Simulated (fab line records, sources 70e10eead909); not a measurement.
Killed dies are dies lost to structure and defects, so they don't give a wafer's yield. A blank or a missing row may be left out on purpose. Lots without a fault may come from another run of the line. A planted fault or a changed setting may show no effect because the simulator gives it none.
fab line records | flow nand_harc
record lots=11 wafers=33 last_day=24
route steps=1159 shown A_CONTACT@899
lots that met no fault: from a run of the same line without faults
start_h: hours from the record's first day to the start of the lot's first wafer shown | wait_h: hours since the lot's step before | " the same as in the row above | L1.1+2: a row that stands for several wafers | - no value, or no start given | * or withheld: withheld | < > ~ a bound
route shown NAME@n: a module of which the file shows steps, and the number in the route of the first | usual: mean/standard deviation of fault-free wafers | same: alike in all rows | chamber/n: place in a boat | sites: the reading at each site | _std_site: their standard deviation | _edge_site: outer sites' mean less inner sites' | radius_mm: how far each site lies from the wafer's centre | mask NAME#n: copy n | behind: the tool/chamber that last shaped the wafer | hold: why the lot was held/for how many hours/how that ended | device: the transistor (n, p or np) that didn't switch | end of line: the same wafers' tests at the end of the route | a step without rows: its recipe alone | killed: dies lost to structure and defects at the first sort, not the wafer's yield | map: a wafer's dies, x killed, . not, _ none there
set.NAME: the setting as run; set.NAME@STEP: as run at that earlier step | model.NAME: the simulator's own value behind a step, which no gauge read
steps of the route over a sample of lots; a table a step, a row a wafer
services: from which hour (start_h, from the record's first day; less than 0 if before it) a tool's chamber was out of use, for how many hours, and why
## steps
# step NHARC_A_CONTACT_DESCUM_74
# recipe time_s=3 o2_flow_sccm=200 ar_flow_sccm=0 bias_power_w=0 chemistry=O2
# usual drypump_motor_current_A=5.9/0.51 oes_product_au=1.001/0.009 rf_vpp_V=57.7/0.84 showerhead_plenum_p_Torr=1.89/0.086 throttle_valve_pct=11.311/0.0086
# same time_s=3
# columns lot.wafer tool chamber start_h wait_h drypump_motor_current_A oes_product_au rf_hours_counter_h rf_vpp_V showerhead_plenum_p_Torr throttle_valve_pct
L774.1 rie_diel-13 2 386.61 0.1 5.9 1.000 38 57.0 1.81 11.310
L774.5 " 3 " " 6.2 0.993 - 57.0 1.87 11.309
L774.6 " 0 " " 5.7 0.990 - 56.4 1.90 11.313
L772.4 rie_diel-12 0 392.56 0.1 5.5 1.006 1 56.8 1.77 11.320
L772.2 " 2 " " 6.3 0.996 1 58.7 2.04 11.319
L772.6 " 3 " " 5.4 1.007 - 59.5 1.97 11.313
L776.1 rie_diel-12 0 418.47 0.1 5.4 1.008 6 58.3 1.77 11.305
L776.2 " 3 " " 5.3 1.016 6 59.0 1.97 11.303
L776.5 " 0 " " 5.5 1.015 - 57.3 1.77 11.301
L777.4 rie_diel-12 3 423.62 0.1 5.3 1.019 8 57.9 1.97 11.322
L777.1 " 2 " " 6.2 0.999 7 59.5 2.03 11.307
L777.6 " 3 " " 5.4 1.025 - 57.1 1.97 11.306
L779.1 rie_diel-13 0 427.32 0.1 5.7 1.010 57 57.1 1.90 11.301
L779.2 " 1 " " 6.6 1.008 54 57.4 1.87 11.320
L779.5 " 1 " " 6.6 1.014 - 57.1 1.87 11.318
L781.1 rie_diel-12 2 455.69 0.1 6.3 0.997 13 58.1 2.03 11.308
L781.5 " 1 " " 6.6 1.004 - 57.3 1.86 11.310
L781.6 " 2 " " 6.2 0.985 - 58.0 2.03 11.317
L790.4 rie_diel-10 2 482.84 0.1 5.0 0.986 43 56.4 1.82 11.314
L790.3 " 3 " " 5.8 1.016 48 57.9 1.87 11.313
L790.1 " 0 " " 5.7 0.999 50 57.8 1.82 11.313
L789.1 rie_diel-10 2 488.94 0.1 5.0 0.985 44 58.8 1.82 11.321
L789.3 " 0 " " 5.7 0.998 52 56.2 1.82 11.302
L789.4 " 2 " " 5.0 0.994 - 57.7 1.82 11.304
L787.1 rie_diel-12 3 495.80 0.1 5.4 1.014 21 58.3 1.96 11.306
L787.6 " 0 " " 5.4 1.008 - 57.2 1.76 11.326
L787.5 " 1 " " 6.6 1.006 - 57.8 1.86 11.296
L791.1 rie_diel-13 2 507.84 0.1 5.9 1.003 19 57.0 1.79 11.315
L791.3 " 3 " " 6.2 1.004 18 57.2 1.85 11.307
L791.2 " 0 " " 5.7 0.997 18 56.5 1.89 11.310
L792.4 rie_diel-13 2 511.48 0.1 5.9 1.011 20 56.9 1.79 11.318
L792.2 " 1 " " 6.6 0.990 20 58.8 1.86 11.312
L792.6 " 3 " " 6.2 1.011 - 56.7 1.85 11.311
# step NHARC_A_CONTACT_ETCH_75
# recipe target_depth_a=390 over_etch_frac=0.3 time_s=65 ion_energy_ev=80 cf4_flow_sccm=150 ar_flow_sccm=0 rf_w=300 bias_w=100 chemistry=CF4
# usual drypump_motor_current_A=5.9/0.51 oes_product_au=1.000/0.0096 rf_vpp_V=151.0/1.2 run_length_s=86.2/0.4 showerhead_plenum_p_Torr=1.75/0.075 throttle_valve_pct=13.285/0.0096
# columns lot.wafer tool chamber start_h wait_h drypump_motor_current_A oes_product_au rf_hours_counter_h rf_vpp_V run_length_s showerhead_plenum_p_Torr throttle_valve_pct
L774.1 rie_diel-13 0 386.67 0.1 5.7 0.989 40 150.0 85.3 1.76 13.279
L774.5 " 0 " " 5.7 0.998 - 152.4 85.3 1.76 13.297
L774.6 " 1 " " 6.6 1.006 - 149.3 86.1 1.74 13.294
L772.4 rie_diel-12 0 392.63 0.1 5.5 1.003 1 149.4 85.8 1.64 13.293
L772.2 " 2 " " 6.3 0.987 1 153.4 86.4 1.87 13.273
L772.6 " 1 " " 6.6 0.998 - 150.7 86.5 1.72 13.276
L776.2 rie_diel-12 3 418.56 0.1 5.4 1.028 6 152.3 85.7 1.82 13.277
L776.1 " 1 " " 6.6 1.011 5 151.2 86.4 1.72 13.268
L776.5 " 3 " " 5.3 1.026 - 152.5 86.5 1.82 13.292
L777.4 rie_diel-12 3 423.71 0.1 5.4 1.005 8 153.2 85.8 1.82 13.288
L777.1 " 0 " " 5.5 1.003 8 149.3 86.1 1.64 13.284
L777.6 " 3 " " 5.3 1.014 - 152.4 86.2 1.82 13.294
L779.1 rie_diel-13 1 427.43 0.1 6.6 0.997 54 151.5 86.5 1.73 13.286
L779.2 " 3 " " 6.2 0.990 55 150.8 86.9 1.72 13.287
L779.5 " 1 " " 6.6 1.011 - 150.8 85.9 1.73 13.281
L781.1 rie_diel-12 1 455.82 0.1 6.6 1.013 12 150.3 86.0 1.72 13.280
L781.5 " 1 " " 6.6 1.010 - 149.8 86.5 1.72 13.271
L781.6 " 2 " " 6.3 0.994 - 152.6 86.3 1.87 13.290
L790.4 rie_diel-10 1 482.92 0.1 5.4 0.994 41 151.1 85.9 1.83 13.282
L790.3 " 2 " " 5.0 0.984 43 151.2 86.4 1.69 13.292
L790.1 " 3 " " 5.8 1.004 48 151.1 86.3 1.73 13.273
L789.3 rie_diel-10 1 489.04 0.1 5.4 1.003 42 153.1 85.9 1.83 13.280
L789.1 " 2 " " 5.0 0.996 44 150.5 86.2 1.69 13.304
L789.4 " 0 " " 5.7 1.009 - 150.3 87.3 1.68 13.279
L787.1 rie_diel-12 2 495.87 0.1 6.3 1.000 21 152.3 71.6 1.87 13.281
L787.5 " 0 " " 5.5 0.999 - 148.8 86.1 1.64 13.285
L787.6 " 1 " " 6.7 1.007 - 150.6 85.8 1.72 13.269
L791.1 rie_diel-13 3 507.94 0.1 6.2 1.008 18 152.0 86.6 1.72 13.290
L791.3 " 0 " " 5.7 1.001 18 150.4 85.5 1.75 13.290
L791.2 " 2 " " 5.9 1.005 19 150.6 86.4 1.67 13.294
L792.4 rie_diel-13 0 511.58 0.1 5.7 1.005 19 151.7 85.3 1.75 13.299
L792.2 " 1 " " 6.7 1.012 20 150.1 86.4 1.72 13.284
L792.6 " 2 " " 5.8 1.006 - 149.8 86.5 1.66 13.286
# step NHARC_A_CONTACT_ETCH_78
# recipe target_depth_a=28000 over_etch_frac=0.3 time_s=728 ion_energy_ev=150 o2_flow_sccm=400 cos_flow_sccm=20 ar_flow_sccm=0 rf_w=500 bias_w=300 chemistry=O2/COS
# usual drypump_motor_current_A=5.9/0.5 oes_product_au=1.002/0.0087 rf_vpp_V=313.8/2 run_length_s=749.2/0.36 showerhead_plenum_p_Torr=3.09/0.13 throttle_valve_pct=28.330/0.0087
# same time_s=728
# columns lot.wafer tool chamber start_h wait_h drypump_motor_current_A oes_product_au rf_hours_counter_h rf_vpp_V run_length_s showerhead_plenum_p_Torr throttle_valve_pct
L774.1 rie_diel-13 0 - - 5.7 1.000 40 314.3 748.4 3.10 28.330
L774.6 " 3 " " 6.2 1.005 - 315.1 749.8 3.05 28.323
L774.5 " 0 " " 5.7 1.004 - 315.4 748.8 3.11 28.310
L772.2 rie_diel-12 3 - - 5.4 1.017 1 315.3 748.9 3.21 28.323
L772.4 " 1 " " 6.6 0.989 1 314.9 749.0 3.04 28.329
L772.6 " 3 " " 5.3 1.016 - 315.4 748.9 3.21 28.342
L776.2 rie_diel-12 2 - - 6.3 0.993 6 315.8 749.2 3.31 28.329
L776.1 " 1 " " 6.6 1.000 6 313.1 749.0 3.04 28.341
L776.5 " 2 " " 6.2 0.979 - 317.1 749.3 3.31 28.346
L777.4 rie_diel-12 1 - - 6.7 1.001 7 313.3 749.6 3.04 28.329
L777.1 " 3 " " 5.4 1.011 8 316.5 748.8 3.21 28.336
L777.6 " 1 " " 6.7 0.996 - 314.5 748.9 3.04 28.314
L779.1 rie_diel-13 1 - - 6.7 1.011 55 314.0 749.0 3.06 28.323
L779.2 " 0 " " 5.7 1.008 57 315.3 748.4 3.10 28.322
L779.5 " 1 " " 6.6 1.008 - 314.8 749.1 3.06 28.325
L781.1 rie_diel-12 0 - - 5.5 0.993 13 312.5 749.0 2.89 28.336
L781.6 " 1 " " 6.6 1.002 - 313.1 749.0 3.04 28.343
L781.5 " 2 " " 6.3 0.991 - 315.7 749.3 3.31 28.338
L790.4 rie_diel-10 1 - - 5.4 1.005 41 315.7 749.0 3.23 28.324
L790.3 " 2 " " 5.1 0.991 43 313.4 749.2 2.98 28.326
L790.1 " 3 " " 5.8 1.005 48 313.1 749.8 3.06 28.328
L789.3 rie_diel-10 0 - - 5.7 0.994 52 312.1 749.7 2.97 28.325
L789.1 " 1 " " 5.4 1.007 43 316.1 749.3 3.23 28.326
L789.4 " 1 " " 5.4 1.002 - 315.7 749.0 3.23 28.335
L787.1 rie_diel-12 3 - - 5.4 1.023 21 316.1 748.9 3.20 28.336
L787.5 " 3 " " 5.4 1.019 - 315.4 749.3 3.20 28.337
L787.6 " 0 " " 5.5 1.003 - 310.7 749.6 2.89 28.329
L791.2 rie_diel-13 3 - - 6.2 1.022 18 311.9 749.5 3.03 28.326
L791.3 " 0 " " 5.8 1.011 18 313.3 749.1 3.08 28.342
L791.1 " 1 " " 6.7 0.999 20 312.3 749.1 3.04 28.319
L792.4 rie_diel-13 2 - - 5.9 1.007 20 312.1 749.2 2.94 28.322
L792.2 " 3 " " 6.2 1.015 19 312.7 749.8 3.03 28.308
L792.6 " 1 " " 6.6 1.000 - 312.9 749.2 3.04 28.330
# step NHARC_A_CONTACT_ETCH_125
# recipe source_w=withheld pressure_mtorr=20 bias_v=1200 time_s=155 target_depth_a=9560 ar_flow_sccm=withheld c4f8_flow_sccm=withheld o2_flow_sccm=withheld chemistry=C4F8/O2/Ar
# usual run_length_s=155/0
# same time_s=155
# columns lot.wafer tool chamber start_h wait_h rf_hours_counter_h run_length_s
L774.1 har_cap_etch-02 0 387.93 0.2 10 155
L774.6 " 1 " " - 155
L774.5 " 0 " " - 155
L772.2 har_cap_etch-02 0 393.90 0.2 11 155
L772.4 " 0 " " - 155
L772.6 " 1 " " - 155
L776.1 har_cap_etch-02 0 419.79 0.2 15 155
L776.2 " 1 " " 15 155
L776.5 " 0 " " - 155
L777.1 har_cap_etch-02 1 424.94 0.2 16 155
L777.4 " 1 " " - 155
L777.6 " 0 " " - 155
L779.2 har_cap_etch-03 0 428.82 0.2 94 155
L779.1 " 1 " " 94 155
L779.5 " 1 " " - 155
L781.1 har_cap_etch-03 1 457.41 0.2 100 155
L781.5 " 1 " " - 155
L781.6 " 0 " " - 155
L790.1 har_cap_etch-03 0 484.16 0.2 106 155
L790.4 " 0 " " - 155
L790.3 " 1 " " - 155
L789.1 har_cap_etch-03 1 490.54 0.2 107 155
L789.4 " 1 " " - 155
L789.3 " 0 " " - 155
L787.1 har_cap_etch-03 0 497.09 0.2 108 155
L787.6 " 0 " " - 155
L787.5 " 1 " " - 155
L791.1 har_cap_etch-01 0 509.19 0.2 78 155
L791.2 " 1 " " 78 155
L791.3 " 1 " " - 155
L792.2 har_cap_etch-03 1 512.83 0.2 111 155
L792.4 " 0 " " - 155
L792.6 " 0 " " - 155
## services
# columns tool chamber start_h hours kind
rie_diel-13 - 375.21 2.7 repair
rie_diel-12 - 379.40 9.0 pm
rie_diel-12 0 379.40 9.0 vent_cycle
rie_diel-12 1 379.40 9.0 vent_cycle
rie_diel-12 2 379.40 9.0 vent_cycle
rie_diel-12 3 379.40 9.0 vent_cycle
rie_diel-13 2 381.87 3.8 repair
rie_diel-10 1 387.50 7.1 repair
rie_diel-12 0 388.40 - clean
rie_diel-12 1 388.40 - clean
rie_diel-12 2 388.40 - clean
rie_diel-12 3 388.40 - clean
rie_diel-10 3 401.02 1.2 repair
rie_diel-12 0 412.90 - clean
rie_diel-12 1 412.90 - clean
rie_diel-12 2 412.90 - clean
rie_diel-12 3 412.90 - clean
rie_diel-10 1 425.89 3.1 repair
rie_diel-10 - 441.10 0.4 repair
rie_diel-13 - 453.04 9.0 pm
rie_diel-10 - 477.16 0.5 repair
rie_diel-10 3 488.32 7.0 repair
har_cap_etch-01 - 494.26 0.7 repair
rie_diel-10 1 494.55 10.0 repair
## key
first_sign step=NHARC_A_CONTACT_ETCH_75 reading=run_length_s direction=down sigmas=37 usual=* struck=*
effect none on later readings
met_at NHARC_A_CONTACT_ETCH_75
struck_lots L787
struck_wafers L787.1
tester_left_out L787
not_acting_at NHARC_A_CONTACT_DESCUM_74,NHARC_A_CONTACT_ETCH_78,NHARC_A_CONTACT_ETCH_125
onset_between 455.82 495.87
fault kind=process_parameter_drift tool=rie_diel-12 chamber=2 onset_h=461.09 steps=NHARC_A_CONTACT_ETCH_75 channel=time_s offset=* shape=step acts_in=* stated=*
# tester_left_out: of these lots the tester's yield and bins aren't shown, on N5 and GAA mostly nor the transistor test; their killed dies are dies lost to structure and defects alone, not to doping, threshold or leakage, so they don't give the yield
